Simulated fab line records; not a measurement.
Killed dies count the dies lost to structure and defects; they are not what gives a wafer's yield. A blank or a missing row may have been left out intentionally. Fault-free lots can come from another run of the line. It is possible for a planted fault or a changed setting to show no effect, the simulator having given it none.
Which tool is to blame?	flow nand-harc	24 lots with 72 wafers sampled at 6 steps, on a route of 1159 steps

## WHAT THE GAUGES READ, wafer by wafer
NHARC_P_GATE_OVL_MEAS_27. Usual: overlay-x-nm -0.2 nm, standard deviation 0.96; overlay-y-nm 0.1 nm, standard deviation 1.1.
lot	measured	on	overlay-x-nm (nm)	overlay-y-nm (nm)	flag
L074	day 4 14:00	overlay-01	0.6 0.3 0.0	-0.4 -0.1 -0.5	
L075	day 5 18:23	overlay-02	-0.6 -1.3 -0.7	1.6 1.6 1.2	
L076	day 5 08:02	overlay-02	-0.6 -1.0 -1.3	3.0 2.7 2.4	
L077	day 5 07:40	overlay-02	-1.0 -0.2 -0.3	0.7 0.6 0.4	
L078	day 5 18:10	overlay-01	1.0 0.7 0.8	-0.4 -0.8 -1.3	
L079	day 6 02:58	overlay-01	1.6 1.1 1.4	-1.3 -1.0 -0.9	
L080	day 6 11:54	overlay-01	0.0 0.2 0.1	-0.3 -0.7 -1.2	
L081	day 6 12:35	overlay-02	-0.8 -0.7 -1.1	0.5 1.1 1.1	
L082	day 6 17:43	overlay-02	0.1 0.1 0.2	0.7 0.1 1.3	
L083	day 7 03:55	overlay-01	-0.9 -1.0 -0.9	0.7 1.2 1.1	
L084	day 7 22:01	overlay-02	1.7 1.7 1.5	0.4 0.7 0.3	
L085	day 7 22:32	overlay-01	0.1 -0.5 -0.9	0.1 0.8 0.3	
L086	day 7 21:51	overlay-02	0.3 0.6 0.8	-0.5 0.4 -0.3	
L087	day 7 21:12	overlay-02	1.4 1.1 0.9	-1.0 -1.3 -1.4	
L088	day 8 06:14	overlay-01	0.4 -0.6 -0.5	1.2 1.3 0.3	
L089	day 8 06:44	overlay-01	0.8 0.6 1.0	0.1 -0.3 -0.1	
L090	day 8 18:33	overlay-01	-1.5 -1.3 -1.1	-0.9 -1.0 -0.9	
L091	day 8 22:53	overlay-02	-0.9 -1.0 -0.6	-1.0 -0.7 -1.4	
L092	day 9 08:47	overlay-02	-1.0 -1.0 -0.1	0.9 0.0 0.6	
L093	day 9 08:07	overlay-02	-0.6 -0.2 -0.6	-0.6 -0.4 -0.4	
L094	day 9 13:44	overlay-02	-1.6 -1.6 -1.5	0.1 -0.5 -0.9	
L095	day 9 22:31	overlay-01	1.1 0.2 1.2	-0.9 -0.6 -0.8	
L096	day 9 21:44	overlay-01	-2.0 -1.3 -1.1	1.9 1.7 2.4	
L097	day 10 16:34	overlay-01	-1.0 -0.4 -0.9	-0.8 -1.1 -0.7	

NHARC_P_BONDPAD_CD_MEAS_09 targets a cd of 500 nm. Usual: cd-nm 500.2 nm, standard deviation 2.1.
lot	measured	on	cd-nm (nm)	flag
L074	day 6 03:23	cd-sem-03	501.0 501.5 497.9	
L075	day 7 07:49	cd-sem-01	506.1 504.1 502.2	
L076	day 7 04:25	cd-sem-02	498.9 502.1 499.6	
L077	day 7 04:15	cd-sem-03	502.6 501.2 498.7	
L078	day 7 07:26	cd-sem-02	500.0 500.9 500.2	
L079	day 7 22:43	cd-sem-03	498.2 501.3 501.4	
L080	day 8 01:16	cd-sem-01	499.2 498.1 500.1	
L081	day 8 02:07	cd-sem-01	499.8 496.5 496.3	
L082	day 8 06:46	cd-sem-02	502.2 502.2 498.2	
L083	day 8 19:50	cd-sem-01	502.9 500.7 499.4	
L084	day 9 13:53	cd-sem-01	497.7 500.2 501.4	
L085	day 9 22:50	cd-sem-03	500.8 498.6 497.4	
L086	day 9 13:42	cd-sem-01	500.3 498.4 501.3	
L087	day 9 12:58	cd-sem-02	499.4 500.4 504.4	
L088	day 10 04:40	cd-sem-01	499.7 499.4 501.0	
L089	day 10 05:13	cd-sem-01	503.7 499.1 498.3	
L090	day 10 08:12	cd-sem-02	501.4 502.2 498.3	
L091	day 10 12:25	cd-sem-01	497.8 497.9 500.5	
L092	day 10 22:09	cd-sem-02	497.2 500.8 499.9	
L093	day 10 21:31	cd-sem-01	505.6 500.3 501.7	
L094	day 11 03:37	cd-sem-01	497.5 496.7 501.6	
L095	day 11 15:42	cd-sem-01	503.0 496.9 498.8	
L096	day 11 15:03	cd-sem-01	503.0 503.6 500.2	
L097	day 12 17:27	cd-sem-02	496.8 498.8 496.9	

## WHAT TOOL EACH LOT RAN ON (gives the tool, then ch and the chambers of the sampled wafers, and finally the start)
lot	NHARC_P_ZERO_WELL_DESCUM_13	NHARC_P_ZERO_WELL_ETCH_62	NHARC_P_GATE_STRIP_111	NHARC_P_GATE_STRIP_95
L074	rie-diel-02 ch 0,1,2, day 1 13:20	rie-diel-02 ch 0,1,2, day 4 14:00 or earlier	plasma-asher-01 ch 0,1, day 5 02:28	plasma-asher-02 ch 0,1, day 5 06:42
L075	rie-diel-07 ch 0,1,3, day 1 19:25	rie-diel-07 ch 0,1, day 5 18:23 or earlier	plasma-asher-02 ch 0,1, day 6 06:58	plasma-asher-02 ch 0,1, day 6 11:07
L076	rie-diel-07 ch 0,1,3, day 2 01:26	rie-diel-07 ch 0,1,3, day 5 08:02 or earlier	plasma-asher-02 ch 0,1, day 5 20:53	plasma-asher-01 ch 0,1, day 6 01:05
L077	rie-diel-06 ch 0,2,3, day 2 07:26	rie-diel-06 ch 0,1, day 5 07:40 or earlier	plasma-asher-02 ch 0,1, day 5 20:22	plasma-asher-02 ch 0,1, day 6 00:26
L078	rie-diel-07 ch 0,1,3, day 2 13:23	rie-diel-07 ch 1,2,3, day 5 18:10 or earlier	plasma-asher-01 ch 0,1, day 6 06:44	plasma-asher-01 ch 0,1, day 6 10:39
L079	rie-diel-02 ch 0,1,3, day 2 19:25	rie-diel-02 ch 0,1, day 6 02:58 or earlier	plasma-asher-01 ch 0,1, day 6 15:24	plasma-asher-02 ch 0,1, day 6 19:35
L080	rie-diel-07 ch 0,2, day 3 01:25	rie-diel-07 ch 1,2,3, day 6 11:54 or earlier	plasma-asher-02 ch 0,1, day 7 00:30	plasma-asher-01 ch 0,1, day 7 04:41
L081	rie-diel-06 ch 0,1,3, day 3 07:18	rie-diel-06 ch 0,1,2, day 6 12:35 or earlier	plasma-asher-02 ch 0,1, day 7 01:08	plasma-asher-02 ch 1, day 7 05:31
L082	rie-diel-06 ch 0,1,3, day 3 13:35	rie-diel-06 ch 0,1, day 6 17:43 or earlier	plasma-asher-01 ch 0,1, day 7 05:59	plasma-asher-02 ch 0,1, day 7 10:05
L083	rie-diel-02 ch 0,2,3, day 3 19:30	rie-diel-02 ch 1,2,3, day 7 03:55 or earlier	plasma-asher-01 ch 0,1, day 7 16:25	plasma-asher-01 ch 0,1, day 7 20:28
L084	rie-diel-06 ch 0,1,2, day 4 01:24	rie-diel-06 ch 0,1,2, day 7 22:01 or earlier	plasma-asher-01 ch 0,1, day 8 10:44	plasma-asher-02 ch 0,1, day 8 15:21
L085	rie-diel-07 ch 0,3, day 4 07:16	rie-diel-07 ch 0,1, day 7 22:32 or earlier	plasma-asher-01 ch 0,1, day 8 16:17	plasma-asher-01 ch 0,1, day 8 20:47
L086	rie-diel-06 ch 0,1,3, day 4 13:25	rie-diel-06 ch 1,3, day 7 21:51 or earlier	plasma-asher-01 ch 1, day 8 10:23	plasma-asher-01 ch 0,1, day 8 15:02
L087	rie-diel-06 ch 1,2,3, day 4 19:26	rie-diel-06 ch 1,2,3, day 7 21:12 or earlier	plasma-asher-02 ch 0,1, day 8 09:56	plasma-asher-01 ch 0,1, day 8 14:16
L088	rie-diel-07 ch 0,1, day 5 01:26	rie-diel-07 ch 0,2, day 8 06:14 or earlier	plasma-asher-01 ch 0,1, day 8 19:09	plasma-asher-01 ch 0,1, day 8 23:25
L089	rie-diel-02 ch 1,2,3, day 5 07:18	rie-diel-02 ch 0,3, day 8 06:44 or earlier	plasma-asher-01 ch 0,1, day 8 19:43	plasma-asher-01 ch 0,1, day 9 00:54
L090	rie-diel-06 ch 0,2,3, day 5 13:24	rie-diel-06 ch 0,1,2, day 8 18:33 or earlier	plasma-asher-02 ch 0,1, day 9 07:01	plasma-asher-02 ch 0,1, day 9 11:00
L091	rie-diel-07 ch 1,2, day 5 19:25	rie-diel-07 ch 0,1,2, day 8 22:53 or earlier	plasma-asher-01 ch 0,1, day 9 11:31	plasma-asher-02 ch 0,1, day 9 15:34
L092	rie-diel-07 ch 0,2,3, day 6 01:25	rie-diel-07 ch 1,2,3, day 9 08:47 or earlier	plasma-asher-01 ch 0,1, day 9 21:10	plasma-asher-01 ch 0,1, day 10 01:22
L093	rie-diel-02 ch 1,2,3, day 6 07:24	rie-diel-02 ch 2,3, day 9 08:07 or earlier	plasma-asher-01 ch 0,1, day 9 20:33	plasma-asher-02 ch 0,1, day 10 00:36
L094	rie-diel-06 ch 0,1,2, day 6 13:17	rie-diel-06 ch 0,1,3, day 9 13:44 or earlier	plasma-asher-02 ch 0,1, day 10 02:46	plasma-asher-02 ch 0,1, day 10 06:56
L095	rie-diel-06 ch 0,2,3, day 6 19:25	rie-diel-06 ch 2,3, day 9 22:31 or earlier	plasma-asher-01 ch 0,1, day 10 11:05	plasma-asher-02 ch 1, day 10 15:14
L096	rie-diel-06 ch 1,3, day 7 01:24	rie-diel-06 ch 1,2, day 9 21:44 or earlier	plasma-asher-01 ch 0,1, day 10 10:29	plasma-asher-01 ch 0,1, day 10 14:35
L097	rie-diel-07 ch 1,2,3, day 7 07:23	rie-diel-07 ch 0,2,3, day 10 16:34 or earlier	plasma-asher-02 ch 0,1, day 11 04:58	plasma-asher-02 ch 0,1, day 11 09:10
- NHARC_P_ZERO_WELL_DESCUM_13: chemistry O2, time 3 s.
- NHARC_P_ZERO_WELL_ETCH_62: etches the open film in CHF3/Ar, target depth 13 nm, time 6.5 s.
- NHARC_P_GATE_STRIP_111: strips in N2/H2, time 250 s.
- NHARC_P_GATE_STRIP_95: strips in O2.

## WHAT THE TOOLS THEMSELVES READ (means of the sampled wafers that have a number; where no wafer has one, the mark that the record gives instead)
NHARC_P_ZERO_WELL_DESCUM_13. Usual: drypump-motor-current-A 5.87 A, standard deviation 0.3; oes-product-au 1.001 a.u., standard deviation 0.0087; rf-vpp-V 57.8 V, standard deviation 0.85; showerhead-plenum-p-Torr 1.94 Torr, standard deviation 0.054; throttle-valve-pct 11.312 %, standard deviation 0.0097.
lot	tool	drypump-motor-current-A (A)	oes-product-au (a.u.)	rf-vpp-V (V)	showerhead-plenum-p-Torr (Torr)	throttle-valve-pct (%)	flag
L074	rie-diel-02	5.96	1.002	57.3	1.96	11.306	
L075	rie-diel-07	5.74	1.010	58.3	1.97	11.309	
L076	rie-diel-07	5.76	0.996	58.0	1.97	11.306	
L077	rie-diel-06	5.99	0.990	58.0	1.90	11.308	
L078	rie-diel-07	5.74	1.005	57.5	1.97	11.307	
L079	rie-diel-02	5.91	1.004	57.5	1.90	11.315	
L080	rie-diel-07	6.22	1.000	57.8	1.94	11.314	
L081	rie-diel-06	5.99	0.991	56.7	1.90	11.308	
L082	rie-diel-06	5.99	0.990	56.6	1.90	11.302	
L083	rie-diel-02	5.89	1.005	58.1	1.95	11.315	
L084	rie-diel-06	5.98	1.001	57.8	1.92	11.315	
L085	rie-diel-07	5.74	1.000	59.1	1.95	11.308	
L086	rie-diel-06	5.98	1.004	57.7	1.89	11.317	
L087	rie-diel-06	5.87	1.004	57.6	1.90	11.321	
L088	rie-diel-07	6.07	0.993	57.5	1.95	11.307	
L089	rie-diel-02	5.95	1.010	58.3	1.91	11.318	
L090	rie-diel-06	5.98	1.012	56.9	1.90	11.317	
L091	rie-diel-07	5.50	0.996	58.1	2.01	11.312	
L092	rie-diel-07	5.87	1.000	57.6	1.96	11.307	
L093	rie-diel-02	6.01	1.000	58.4	1.91	11.315	
L094	rie-diel-06	5.97	0.994	58.2	1.91	11.314	
L095	rie-diel-06	5.98	1.001	57.3	1.89	11.311	
L096	rie-diel-06	5.89	1.006	57.5	1.88	11.317	
L097	rie-diel-07	5.53	1.000	58.3	1.99	11.315	

NHARC_P_ZERO_WELL_ETCH_62. Usual: drypump-motor-current-A 5.88 A, standard deviation 0.3; oes-product-au 0.973 a.u., standard deviation 0.011; rf-vpp-V 371.2 V, standard deviation 1.6; showerhead-plenum-p-Torr 2.37 Torr, standard deviation 0.064; throttle-valve-pct 20.217 %, standard deviation 0.0087.
lot	tool	drypump-motor-current-A (A)	oes-product-au (a.u.)	rf-vpp-V (V)	showerhead-plenum-p-Torr (Torr)	throttle-valve-pct (%)	flag
L074	rie-diel-02	5.96	0.970	371.9	2.40	20.213	
L075	rie-diel-07	6.08	0.976	371.9	2.39	20.222	
L076	rie-diel-07	5.74	0.973	371.7	2.41	20.212	
L077	rie-diel-06	6.06	0.980	370.1	2.33	20.217	
L078	rie-diel-07	5.52	0.962	373.0	2.44	20.218	
L079	rie-diel-02	5.96	0.966	370.4	2.35	20.224	
L080	rie-diel-07	5.54	0.963	373.0	2.44	20.213	
L081	rie-diel-06	5.97	0.972	370.3	2.35	20.226	
L082	rie-diel-06	6.09	0.976	370.1	2.33	20.220	
L083	rie-diel-02	6.00	0.978	371.0	2.35	20.221	
L084	rie-diel-06	5.98	0.971	370.4	2.34	20.218	
L085	rie-diel-07	6.07	0.966	371.6	2.39	20.218	
L086	rie-diel-06	5.90	0.986	369.4	2.33	20.215	
L087	rie-diel-06	5.89	0.973	370.8	2.33	20.221	
L088	rie-diel-07	6.21	0.968	371.2	2.38	20.214	
L089	rie-diel-02	5.88	0.984	369.7	2.31	20.216	
L090	rie-diel-06	5.97	0.976	370.1	2.34	20.219	
L091	rie-diel-07	5.87	0.971	373.3	2.42	20.215	
L092	rie-diel-07	5.54	0.965	373.5	2.44	20.214	
L093	rie-diel-02	5.96	0.969	370.3	2.33	20.222	
L094	rie-diel-06	5.98	0.979	371.2	2.32	20.208	
L095	rie-diel-06	5.87	0.986	370.8	2.34	20.219	
L096	rie-diel-06	5.88	0.976	370.6	2.35	20.220	
L097	rie-diel-07	5.88	0.973	371.0	2.40	20.220	

NHARC_P_GATE_STRIP_111. Usual: drypump-motor-current-A 5.86 A, standard deviation 0.25; heater-power-w 79.8 W, standard deviation 2.7.
lot	tool	drypump-motor-current-A (A)	heater-power-w (W)	flag
L074	plasma-asher-01	5.82	78.8	
L075	plasma-asher-02	6.12	77.1	
L076	plasma-asher-02	6.00	81.0	
L077	plasma-asher-02	6.11	78.7	
L078	plasma-asher-01	5.68	79.7	
L079	plasma-asher-01	5.67	80.6	
L080	plasma-asher-02	6.13	77.7	
L081	plasma-asher-02	6.11	77.9	
L082	plasma-asher-01	5.68	80.1	
L083	plasma-asher-01	5.81	81.1	
L084	plasma-asher-01	5.81	81.4	
L085	plasma-asher-01	5.68	80.5	
L086	plasma-asher-01	5.55	78.7	
L087	plasma-asher-02	6.00	79.9	
L088	plasma-asher-01	5.68	80.7	
L089	plasma-asher-01	5.82	80.3	
L090	plasma-asher-02	5.98	77.7	
L091	plasma-asher-01	5.68	80.5	
L092	plasma-asher-01	5.68	80.2	
L093	plasma-asher-01	5.82	81.0	
L094	plasma-asher-02	6.11	76.7	
L095	plasma-asher-01	5.82	80.7	
L096	plasma-asher-01	5.68	79.1	
L097	plasma-asher-02	5.99	77.2	

NHARC_P_GATE_STRIP_95. Usual: drypump-motor-current-A 5.92 A, standard deviation 0.25; heater-power-w 297 W, standard deviation 11.
lot	tool	drypump-motor-current-A (A)	heater-power-w (W)	flag
L074	plasma-asher-02	5.99	301	
L075	plasma-asher-02	6.00	295	
L076	plasma-asher-01	5.68	299	
L077	plasma-asher-02	6.00	301	
L078	plasma-asher-01	5.68	300	
L079	plasma-asher-02	6.13	293	
L080	plasma-asher-01	5.68	298	
L081	plasma-asher-02	6.23	286	
L082	plasma-asher-02	6.11	295	
L083	plasma-asher-01	5.68	302	
L084	plasma-asher-02	6.11	288	
L085	plasma-asher-01	5.82	303	
L086	plasma-asher-01	5.83	305	
L087	plasma-asher-01	5.83	302	
L088	plasma-asher-01	5.82	305	
L089	plasma-asher-01	5.68	303	
L090	plasma-asher-02	6.12	291	
L091	plasma-asher-02	6.11	292	
L092	plasma-asher-01	5.69	297	
L093	plasma-asher-02	6.11	289	
L094	plasma-asher-02	6.10	291	
L095	plasma-asher-02	6.24	281	
L096	plasma-asher-01	5.68	296	
L097	plasma-asher-02	6.11	290	

## THE ANSWER, worked out from the rows above alone
Rule: a lot is off if the mean of its wafers that have a number lies more than 3 standard deviations from the usual mean. A lot without any number at a reading at which 4 lots or more have one is off too. All remaining lots with rows at the step are treated as sound. First the gauges in route order, then the tools' own readings, where a lot's mean is used as printed above. At the first step where some lot is off, the reading lying furthest off is the one used; lots without a number count as furthest.
No lot is off at any reading shown: from this, nothing can be told.

## WHAT THE SIMULATOR HAD PUT IN
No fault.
